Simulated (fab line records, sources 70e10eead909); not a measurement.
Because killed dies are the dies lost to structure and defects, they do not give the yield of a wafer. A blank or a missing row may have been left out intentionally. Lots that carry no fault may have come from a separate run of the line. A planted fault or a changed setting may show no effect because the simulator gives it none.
What tool caused it? -- flow nand-harc -- 11 lots, 33 wafers sampled, at 6 steps of a route of 1159

WHAT THE GAUGES SHOWED, per wafer
NHARC_P_STI_OCD_MEAS_43.
lot,measured,on,trench-depth-nm (nm),trench-foot-cd-nm (nm)
L191,day 2 19:20,ocd-01,305 301 301,160 152 156
L192,day 3 02:47,ocd-02,296 306 299,162 163 156
L193,day 3 02:49,ocd-01,293 301 294,166 162 164
L195,day 3 19:24,ocd-01,307 293 289,160 156 155
L197,day 4 06:31,ocd-02,300 301 295,153 155 154
L199,day 4 21:56,ocd-01,302 299 299,150 149 154
L200,day 4 22:04,ocd-02,301 308 304,156 154 154
L209,day 7 06:15,ocd-01,300 295 298,161 157 159
L211,day 7 18:08,ocd-02,301 304 308,158 159 154
L212,day 8 02:52,ocd-01,293 302 301,154 155 154
L213,day 8 06:29,ocd-01,298 307 309,154 153 158

NHARC_P_GATE_CD_MEAS_26 targets a cd of 120 nm.
lot,measured,on,cd-nm (nm)
L191,day 4 15:19,cd-sem-03,120.0 120.3 121.4
L192,day 5 07:52,cd-sem-03,120.5 120.3 120.6
L193,day 5 07:42,cd-sem-01,120.5 120.4 120.1
L195,day 6 00:57,cd-sem-01,120.9 119.1 120.5
L197,day 6 04:17,cd-sem-03,121.5 121.1 121.6
L199,day 6 20:15,cd-sem-01,120.4 120.4 120.8
L200,day 6 21:21,cd-sem-03,107.9 107.1 106.9
L209,day 9 05:56,cd-sem-03,120.5 121.7 121.9
L211,day 9 19:37,cd-sem-03,121.8 121.2 122.1
L212,day 10 04:19,cd-sem-02,120.8 120.3 121.0
L213,day 10 04:46,cd-sem-03,120.9 121.2 121.0

NHARC_END_SORT_01.
lot,measured,on,killed-at-array,killed-at-other,killed-at-periphery,killed-dies,killed-open,killed-short
L200,day 21 19:29,prober-01,26 23 17,1 4 2,5 14 5,32 41 24,4 4 1,2 1 1

TOOL THAT RAN EACH LOT (tool first, then ch and the chambers of the sampled wafers, then the start)
lot,NHARC_P_STI_ETCH_31,NHARC_P_GATE_EXPOSE_23,NHARC_P_GATE_STRIP_108
L191,"rie-diel-04 ch 0,1,2, day 2 19:20 or earlier","arfi-scanner-03 ch 0, day 4 15:11","rie-diel-12 ch 0,1,2, day 4 16:36"
L192,"rie-diel-04 ch 1,2, day 3 02:47 or earlier","arfi-scanner-03 ch 0, day 5 07:43","rie-diel-03 ch 0,1, day 5 08:43"
L193,"rie-diel-09 ch 2,3, day 3 02:49 or earlier","arfi-scanner-02 ch 0, day 5 07:34","rie-diel-03 ch 0,2, day 5 08:32"
L195,"rie-diel-01 ch 0,1,3, day 3 19:24 or earlier","arfi-scanner-02 ch 0, day 6 00:49","rie-diel-11 ch 2,3, day 6 01:53"
L197,"rie-diel-04 ch 1,2,3, day 4 06:31 or earlier","arfi-scanner-02 ch 0, day 6 04:08","rie-diel-11 ch 0,1,3, day 6 05:05"
L199,"rie-diel-09 ch 1,2,3, day 4 21:56 or earlier","arfi-scanner-01 ch 0, day 6 20:06","rie-diel-12 ch 0,1, day 6 21:11"
L200,"rie-diel-04 ch 0,2,3, day 4 22:04 or earlier","arfi-scanner-02 ch 0, day 6 21:13","rie-diel-11 ch 0,2,3, day 6 22:09"
L209,"rie-diel-04 ch 0,3, day 7 06:15 or earlier","arfi-scanner-03 ch 0, day 9 05:47","rie-diel-12 ch 2,3, day 9 06:47"
L211,"rie-diel-04 ch 0,1, day 7 18:08 or earlier","arfi-scanner-02 ch 0, day 9 19:28","rie-diel-12 ch 0,2, day 9 20:28"
L212,"rie-diel-04 ch 1,2,3, day 8 02:52 or earlier","arfi-scanner-01 ch 0, day 10 04:11","rie-diel-11 ch 1,3, day 10 05:38"
L213,"rie-diel-01 ch 1,2,3, day 8 06:29 or earlier","arfi-scanner-02 ch 0, day 10 04:38","rie-diel-12 ch 0,3, day 10 06:25"
- NHARC_P_STI_ETCH_31: etches the open film in CF4/CHF3, target depth 108.9 nm, time 54.5 s.
- NHARC_P_GATE_EXPOSE_23: exposes mask P GATE, target cd 120 nm.
- NHARC_P_GATE_STRIP_108: strips in O2.

WHAT THE TOOLS THEMSELVES READ (means of the sampled wafers that have a number; where no wafer has one, the mark that the record gives instead)
NHARC_P_STI_ETCH_31.
lot,tool,chamber-pressure-mTorr (mTorr),drypump-motor-current-A (A),oes-product-au (a.u.),rf-vpp-V (V),showerhead-plenum-p-Torr (Torr),throttle-valve-pct (%)
L191,rie-diel-04,24.981,5.7,0.921,369.5,1.54,16.807
L192,rie-diel-04,24.992,5.4,0.948,369.8,1.58,16.811
L193,rie-diel-09,25.000,5.9,0.974,372.6,1.63,16.801
L195,rie-diel-01,24.999,5.9,0.965,370.6,1.59,16.801
L197,rie-diel-04,24.997,5.9,0.981,370.0,1.56,16.802
L199,rie-diel-09,25.001,5.6,0.953,372.4,1.63,16.798
L200,rie-diel-04,25.000,5.8,0.971,369.6,1.54,16.802
L209,rie-diel-04,25.006,6.3,0.959,368.6,1.52,16.802
L211,rie-diel-04,24.979,6.1,0.960,369.0,1.51,16.799
L212,rie-diel-04,25.002,5.9,0.922,370.0,1.55,16.812
L213,rie-diel-01,25.008,5.7,0.930,369.0,1.54,16.796

NHARC_P_GATE_EXPOSE_23.
lot,tool,stage-vel-mm-s (mm/s)
L191,arfi-scanner-03,499.93
L192,arfi-scanner-03,499.97
L193,arfi-scanner-02,500.21
L195,arfi-scanner-02,500.16
L197,arfi-scanner-02,499.98
L199,arfi-scanner-01,500.52
L200,arfi-scanner-02,500.32
L209,arfi-scanner-03,499.85
L211,arfi-scanner-02,499.83
L212,arfi-scanner-01,500.09
L213,arfi-scanner-02,500.15

NHARC_P_GATE_STRIP_108.
lot,tool,chamber-pressure-mTorr (mTorr),drypump-motor-current-A (A),oes-product-au (a.u.),rf-vpp-V (V),showerhead-plenum-p-Torr (Torr),throttle-valve-pct (%)
L191,rie-diel-12,60.03,5.8,1.007,58.0,3.47,17.030
L192,rie-diel-03,59.98,6.0,0.996,57.5,3.47,17.030
L193,rie-diel-03,60.04,5.8,0.988,57.8,3.60,17.036
L195,rie-diel-11,60.01,6.5,0.993,58.0,3.34,17.044
L197,rie-diel-11,59.98,6.0,0.987,58.3,3.52,17.043
L199,rie-diel-12,59.97,6.0,1.009,58.8,3.56,17.023
L200,rie-diel-11,60.04,6.2,0.997,56.8,3.34,17.039
L209,rie-diel-12,60.01,5.5,0.997,56.8,3.46,17.037
L211,rie-diel-12,60.02,5.9,0.984,57.9,3.58,17.029
L212,rie-diel-11,60.02,6.3,1.006,57.6,3.48,17.034
L213,rie-diel-12,60.00,5.9,0.986,57.8,3.66,17.025

THE ANSWER, worked out from the rows above alone
Rule: the lots themselves supply what counts as usual. Put in order of their means at a reading, lots are off if they are a third of the lots or fewer, leave a main group of 4 or more, and stand apart from it by a gap of 3 or more times the standard deviation of the main group's means; of several such gaps the widest counts. Not used: any main group whose means are identical at the precision the tables above print for the reading. Also off: a lot with no number at a reading for which 4 or more lots have one. Where the step has rows for the other lots, those lots are counted as sound. After the gauges, taken in route order, come the tools' own readings; for these a lot's mean is taken, as printed above. At the first step where some lot is off, the reading lying furthest off is the one used; lots without a number count as furthest.
Off: L200, at NHARC_P_GATE_CD_MEAS_26 (cd-nm). The main group: mean 120.8 nm, standard deviation 0.49.
A tool fits if, at a process step before that reading, it ran every lot that is off, and no sound lot after the first of them. Those tools and the gauges at NHARC_P_GATE_CD_MEAS_26 are tried in the same way. With no start given for some of its lots, NHARC_P_STI_ETCH_31 uses the hours and lot order of NHARC_P_STI_OCD_MEAS_43. Not one of the candidates tried fits.

WHAT THE SIMULATOR PUT IN
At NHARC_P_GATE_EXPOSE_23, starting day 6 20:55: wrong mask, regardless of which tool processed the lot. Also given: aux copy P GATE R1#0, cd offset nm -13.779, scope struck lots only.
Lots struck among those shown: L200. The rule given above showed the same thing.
